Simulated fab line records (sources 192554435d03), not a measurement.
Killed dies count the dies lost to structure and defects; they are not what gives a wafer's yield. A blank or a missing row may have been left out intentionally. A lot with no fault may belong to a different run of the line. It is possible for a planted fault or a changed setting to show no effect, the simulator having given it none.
fab line records	flow n5_finfet	part 2 of 2: steps 5 to 6 of 6
record lots=22	wafers=66	last_day=18
route steps=1938 shown DUMMY_REMOVAL@377 HKMG_FIN@398
lots with no fault: from the same line, run without faults
start_h: hours from the record's first day to the start of the lot's first wafer shown	wait_h: hours since the lot's step before	" identical to the entry in the row above	L1.1+2: one row covering several wafers at once	- no value, or no start was given	* or withheld: withheld	< > ~ a bound
route shown NAME@n: a module of which the file shows steps, and the number in the route of the first	usual: mean and standard deviation over wafers with no fault	same: alike in all rows	chamber/n: place in a boat	sites: each site's reading	_std_site: standard deviation of those values	_edge_site: outer sites' mean less inner sites'	radius_mm: for every site, how far away it sits from the centre of the wafer	mask NAME#n: copy n	behind: tool/chamber where the wafer was last shaped	hold: reason for holding the lot/hours on hold/outcome of the hold	device: the transistor (n, p or np) that didn't switch	end of line: at the end of the route, the tests of the same wafers	step lacking rows: just its recipe	killed: not the wafer's yield, but the dies lost to structure and defects at the first sort	map: the dies of a wafer, with x for killed, . for not killed, _ for no die there
set.NAME: the run value of the setting; set.NAME@STEP: its run value at that earlier step	model.NAME: the simulator's own value behind a step, which no gauge read
the route's steps for a sample of lots (tables are steps, rows are wafers)
services: when a tool's chamber went out of use (start_h, in hours from the record's first day, below 0 if earlier), for how many hours, and the reason
## steps
# step N5_HKMG_FIN_STRIP_92
# recipe chemistry=N2/H2	material=SOC	time_s=20	power_w=500	temp_c=40	pressure_mtorr=50	rf_frequency_hz=6e+07	bias_power_w=8	h2_frac=0.5	n2_flow_sccm=300	h2_flow_sccm=300
# usual drypump_motor_current_A=5.9/0.46	n2_flow_sccm=300.0/0.81	oes_product_au=0.80/0.083	rf_vpp_V=54.4/0.84	showerhead_plenum_p_Torr=3.45/0.099	temp_c=40.00/0.11	throttle_valve_pct=18.9/0.51
lot.wafer	tool	chamber	start_h	wait_h	drypump_motor_current_A	n2_flow_sccm	oes_product_au	rf_hours_counter_h	rf_vpp_V	showerhead_plenum_p_Torr	temp_c	throttle_valve_pct
L074.2	rie_diel-05	3	74.40	0.1	5.9	300.2	0.74	182	54.2	3.45	40.09	18.1
L074.4	"	2	"	"	5.5	298.2	0.89	-	53.2	3.29	39.95	18.5
L074.5	"	3	"	"	5.8	299.0	0.74	-	54.3	3.45	40.00	18.1
L075.1	rie_diel-06	2	81.60	0.1	5.9	300.6	0.68	228	53.2	3.28	40.06	18.5
L075.4	"	0	"	"	6.4	300.3	0.73	166	54.2	3.50	39.88	19.5
L075.6	"	3	"	"	5.1	298.0	0.77	-	53.9	3.52	39.75	19.4
L076.2	rie_diel-06	2	85.56	0.1	5.9	299.0	0.68	229	54.6	3.28	40.14	18.5
L076.5	"	3	"	"	5.0	299.6	0.77	-	54.8	3.52	39.85	19.4
L076.6	"	2	"	"	5.9	299.2	0.68	-	54.8	3.28	39.93	18.5
L077.1	rie_diel-05	3	94.38	0.1	5.8	301.2	0.73	190	53.7	3.44	40.00	18.1
L077.4	"	2	"	"	5.4	300.6	0.88	51	52.8	3.29	40.05	18.5
L077.6	"	0	"	"	6.2	300.0	0.97	-	55.2	3.54	39.83	18.3
L078.1	rie_diel-06	0	97.88	0.1	6.4	300.0	0.74	172	56.4	3.50	40.28	19.5
L078.3	"	3	"	"	5.1	300.2	0.75	152	53.0	3.52	40.14	19.4
L078.6	"	0	"	"	6.4	300.2	0.72	-	54.2	3.50	40.07	19.5
L079.1	rie_diel-04	2	106.24	0.1	6.3	299.7	0.85	64	55.0	3.58	40.11	19.1
L079.2	"	0	"	"	5.0	300.2	0.90	26	53.7	3.25	40.11	18.2
L079.3	"	1	"	"	5.8	300.3	0.69	204	55.3	3.48	40.03	19.2
L080.3	rie_diel-05	3	115.11	0.1	5.9	298.6	0.73	196	55.5	3.44	40.18	18.1
L080.4	"	1	"	"	5.9	300.6	0.78	126	53.3	3.51	39.92	19.3
L080.5	"	0	"	"	6.2	300.4	0.94	-	54.4	3.54	39.95	18.3
L081.1	rie_diel-05	0	118.48	0.1	6.2	298.4	0.94	10	54.2	3.53	39.97	18.3
L081.5	"	0	"	"	6.2	299.9	0.93	-	54.4	3.53	40.20	18.3
L081.6	"	3	"	"	5.8	301.1	0.73	-	54.7	3.44	40.08	18.1
L082.1	rie_diel-06	1	132.10	0.1	6.5	300.4	0.89	31	53.7	3.54	39.89	18.5
L082.5	"	0	"	"	6.4	300.2	0.72	-	52.7	3.49	39.87	19.5
L082.6	"	1	"	"	6.5	300.3	0.89	-	55.9	3.54	39.99	18.5
L083.2	rie_diel-06	1	137.79	0.1	6.5	300.8	0.89	33	55.3	3.54	39.93	18.5
L083.3	"	0	"	"	6.3	301.8	0.73	186	55.1	3.49	40.04	19.5
L083.4	"	2	"	"	5.9	301.0	0.66	246	52.5	3.27	39.96	18.5
L084.1	rie_diel-04	1	141.76	0.1	5.8	300.2	0.69	217	55.7	3.48	40.01	19.2
L084.2	"	3	"	"	6.3	299.4	0.86	63	54.7	3.43	39.87	19.2
L084.3	"	2	"	"	6.2	300.0	0.83	75	54.8	3.57	40.14	19.2
L086.1	rie_diel-05	0	151.04	0.1	6.2	299.5	0.90	22	54.5	3.53	40.08	18.3
L086.3	"	2	"	"	5.4	300.8	0.85	66	54.2	3.28	40.00	18.5
L086.5	"	3	"	"	5.8	298.6	0.72	-	55.0	3.43	39.86	18.1
L088.1	rie_diel-04	1	158.04	0.1	5.8	299.4	0.68	221	56.0	3.47	39.78	19.2
L088.2	"	3	"	"	6.3	300.6	0.85	68	54.1	3.43	39.98	19.3
L088.5	"	1	"	"	5.8	298.8	0.69	-	54.5	3.47	39.83	19.2
L087.3	rie_diel-06	1	160.31	0.1	6.5	300.6	0.88	-	54.2	3.53	39.88	18.5
L087.4	"	0	"	"	6.3	299.7	0.71	-	54.4	3.48	40.04	19.5
L087.5	"	1	"	"	6.5	300.5	0.88	-	55.5	3.53	39.92	18.5
L089.1	rie_diel-05	2	171.69	0.1	5.4	299.9	0.84	72	55.4	3.28	40.11	18.5
L089.4	"	3	"	"	5.9	301.3	0.71	216	56.0	3.43	39.88	18.1
L089.6	"	0	"	"	6.2	300.1	0.89	-	53.7	3.52	39.82	18.3
L090.1	rie_diel-05	2	181.92	0.1	5.4	301.1	0.83	76	52.8	3.27	40.06	18.6
L090.2	"	0	"	"	6.2	300.2	0.88	32	54.0	3.52	40.01	18.3
L090.3	"	1	"	"	5.8	299.6	0.76	148	55.5	3.50	40.04	19.4
L091.1	rie_diel-06	1	183.80	0.1	6.5	299.9	0.88	50	55.2	3.53	39.94	18.5
L091.3	"	0	"	"	6.4	300.9	0.70	203	54.2	3.48	40.05	19.6
L091.6	"	3	"	"	5.0	301.1	0.74	-	54.7	3.50	40.06	19.4
L092.1	rie_diel-04	3	187.07	0.1	6.3	299.4	0.84	79	53.8	3.43	39.97	19.3
L092.4	"	0	"	"	5.0	301.1	0.88	53	54.2	3.24	40.00	18.3
L092.6	"	0	"	"	5.0	300.8	0.88	-	54.0	3.23	40.09	18.3
L093.3	rie_diel-04	1	199.04	0.1	5.8	299.4	0.67	236	55.0	3.46	39.98	19.3
L093.4	"	1	"	"	5.8	299.7	0.67	-	53.3	3.46	40.06	19.2
L093.5	"	3	"	"	6.3	299.3	0.82	-	54.3	3.42	39.97	19.3
L095.1	rie_diel-04	1	204.99	0.1	5.8	299.9	0.67	239	52.7	3.46	40.09	19.3
L095.2	"	2	"	"	6.3	299.4	0.80	98	54.1	3.56	39.92	19.2
L095.5	"	1	"	"	5.8	299.7	0.67	-	54.8	3.46	40.08	19.3
L096.1	rie_diel-04	0	209.81	0.1	5.0	299.2	0.87	58	54.2	3.23	39.77	18.3
L096.2	"	3	"	"	6.3	300.0	0.82	89	54.8	3.42	39.91	19.3
L096.6	"	1	"	"	5.8	300.2	0.67	-	53.6	3.46	40.03	19.3
L097.1	rie_diel-05	3	217.93	0.1	5.9	300.8	0.71	231	55.5	3.42	40.12	18.1
L097.3	"	2	"	"	5.4	300.2	0.83	87	53.5	3.27	40.07	18.6
L097.5	"	0	"	"	6.2	300.9	0.85	-	55.3	3.52	39.77	18.4
# step N5_HKMG_FIN_NWFM_ALD_20
# recipe material=TiAlC	target_thk_a=20	temp_c=300	ald_precursor_family=TiCl4	ald_co_reactant=TEA	pulse_time_s=3	purge_time_s=2	co_reactant_purge_time_s=2	co_reactant_pulse_time_s=10	ald_cycles=7	pressure_torr=3
# usual heater_power_w=493/32	precursor_pulse_height_rel=1.001/0.021
# same co_reactant_pulse_time_s=10
lot.wafer	tool	chamber	start_h	wait_h	heater_power_w	precursor_pulse_height_rel
L074.2	ald_metal-03	0	75.91	0.3	456	1.004
L074.4	"	3	"	"	459	0.985
L074.5	"	1	"	"	508	0.987
L075.1	ald_metal-02	1	83.10	0.3	528	1.018
L075.4	"	3	"	"	430	0.944
L075.6	"	3	"	"	427	0.991
L076.2	ald_metal-04	1	87.06	0.3	524	1.010
L076.5	"	2	"	"	486	1.022
L076.6	"	1	"	"	537	0.972
L077.1	ald_metal-04	3	95.92	0.3	531	0.983
L077.4	"	1	"	"	522	1.015
L077.6	"	0	"	"	476	1.007
L078.1	ald_metal-02	3	99.40	0.3	430	1.027
L078.3	"	1	"	"	505	0.995
L078.6	"	3	"	"	420	1.032
L079.1	ald_metal-04	1	108.08	0.3	530	1.025
L079.2	"	0	"	"	464	0.986
L079.3	"	2	"	"	475	1.037
L080.3	ald_metal-04	1	116.61	0.1	524	1.027
L080.4	"	0	"	"	465	1.012
L080.5	"	0	"	"	472	1.002
L081.1	ald_metal-02	0	119.98	0.3	531	1.019
L081.5	"	3	"	"	431	1.013
L081.6	"	0	"	"	547	1.017
L082.1	ald_metal-04	3	133.60	0.3	543	0.985
L082.5	"	0	"	"	470	0.980
L082.6	"	1	"	"	525	1.048
L083.2	ald_metal-02	2	139.40	0.3	476	1.000
L083.3	"	3	"	"	437	0.992
L083.4	"	0	"	"	535	1.012
L084.1	ald_metal-04	1	143.27	0.3	527	0.981
L084.2	"	0	"	"	463	0.992
L084.3	"	3	"	"	532	0.996
L086.1	ald_metal-03	1	152.54	0.3	506	0.988
L086.3	"	3	"	"	459	1.026
L086.5	"	0	"	"	466	0.992
L088.1	ald_metal-02	0	159.61	0.3	548	1.012
L088.2	"	2	"	"	485	0.990
L088.5	"	1	"	"	511	1.004
L087.3	ald_metal-02	1	161.82	0.1	528	0.988
L087.4	"	1	"	"	514	1.005
L087.5	"	0	"	"	544	0.984
L089.1	ald_metal-03	0	173.22	0.3	475	1.019
L089.4	"	3	"	"	469	1.020
L089.6	"	1	"	"	504	1.001
L090.1	ald_metal-03	0	183.48	0.3	465	0.986
L090.2	"	1	"	"	512	1.039
L090.3	"	2	"	"	502	0.991
L091.1	ald_metal-04	0	185.34	0.3	473	0.966
L091.3	"	3	"	"	531	1.039
L091.6	"	3	"	"	542	1.022
L092.1	ald_metal-02	1	188.75	0.3	523	0.968
L092.4	"	2	"	"	474	1.014
L092.6	"	2	"	"	472	1.034
L093.3	ald_metal-03	1	200.54	0.1	497	1.015
L093.4	"	3	"	"	484	1.011
L093.5	"	2	"	"	499	0.994
L095.1	ald_metal-04	2	206.50	0.3	478	1.003
L095.2	"	3	"	"	539	0.998
L095.5	"	2	"	"	489	0.963
L096.1	ald_metal-03	1	211.32	0.3	503	0.983
L096.2	"	0	"	"	462	1.011
L096.6	"	3	"	"	463	1.010
L097.1	ald_metal-04	0	219.43	0.3	461	1.007
L097.3	"	3	"	"	523	1.024
L097.5	"	2	"	"	491	0.992
## services
tool	chamber	start_h	hours	kind
rie_diel-05	-	47.62	0.7	repair
rie_diel-06	2	59.96	2.2	repair
ald_metal-04	3	63.34	7.0	repair
rie_diel-04	1	65.80	6.9	repair
rie_diel-05	0	73.10	-	clean
rie_diel-05	0	73.10	-	consumable_replace:focus_ring
rie_diel-05	0	73.10	-	consumable_replace:showerhead
rie_diel-05	0	73.10	18.2	scheduled_down
rie_diel-05	0	73.10	18.2	vent_cycle
rie_diel-03	3	101.29	10.9	repair
rie_diel-01	-	109.57	5.3	repair
ald_metal-04	-	112.18	0.4	repair
rie_diel-01	1	126.45	15.1	repair
rie_diel-05	2	133.03	8.9	repair
rie_diel-04	-	137.93	0.3	repair
rie_diel-03	3	146.00	3.7	repair
ald_metal-02	3	147.77	19.4	repair
ald_metal-03	0	155.29	8.0	repair
ald_metal-04	1	173.83	34.1	repair
rie_diel-06	-	176.36	0.6	repair
rie_diel-01	1	197.73	6.1	repair
ald_metal-03	2	207.00	205.9	repair
rie_diel-01	1	210.44	1.8	repair
rie_diel-02	-	212.13	28.1	pm
